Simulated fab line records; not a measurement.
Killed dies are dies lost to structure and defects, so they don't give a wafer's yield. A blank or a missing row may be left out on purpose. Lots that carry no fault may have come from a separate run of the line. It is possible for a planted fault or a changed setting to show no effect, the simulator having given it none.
Matching of chambers | flow nand-harc | 4 sister chambers for NHARC_P_BONDPAD_CMP_32 on cmp-03
The step polishes SiCN, target thk 200 nm. 4 wafers are shown with their chamber, then 9 later ones without.

WAFERS WITH THEIR CHAMBER
wafer  | chamber | motor-current-A (A)
L629.2 | 1       | 11.3
L629.6 | 0       | 10.6
L631.3 | 2       | 11.1
L631.6 | 3       | 12.7

WAFERS MISSING THEIR CHAMBER
wafer  | motor-current-A (A)
L632.4 | 11.2
L632.5 | 10.4
L632.6 | 13.5
L637.2 | 11.3
L637.5 | 11.2
L637.6 | 13.3
L639.2 | 14.0
L639.4 | 11.6
L639.6 | 11.0

WHICH CHAMBER EACH WENT THROUGH
wafer  | from the rows above               | in truth
L632.4 | can't be placed: 2 or 1 or 0      | 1
L632.5 | can't be placed: 0 or 2 or 1      | 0
L632.6 | 3                                 | 3
L637.2 | can't be placed: 1 or 2 or 0      | 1
L637.5 | can't be placed: 2 or 1 or 0      | 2
L637.6 | 3                                 | 3
L639.2 | 3                                 | 3
L639.4 | can't be placed: 1 or 2 or 0 or 3 | 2
L639.6 | can't be placed: 2 or 1 or 0      | 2
Correct placement for 3 of the 9. From these rows, 6 cannot be placed; in 6 the true chamber is one of the candidates. 0 placed wrongly.
How it was worked out, from the rows above alone: a wafer's distance from a chamber is the root of the sum, over the readings, of the square of ((its reading less the chamber's mean) divided by the reading's scatter). If the next closest chamber is less than 2 further off than the closest, the wafer can't be placed; otherwise it belongs to the closest. A chamber's mean is the mean of its shown wafers. The scatter: root of mean squared gap, hidden wafer to nearest shown wafer, with one shown wafer a chamber.
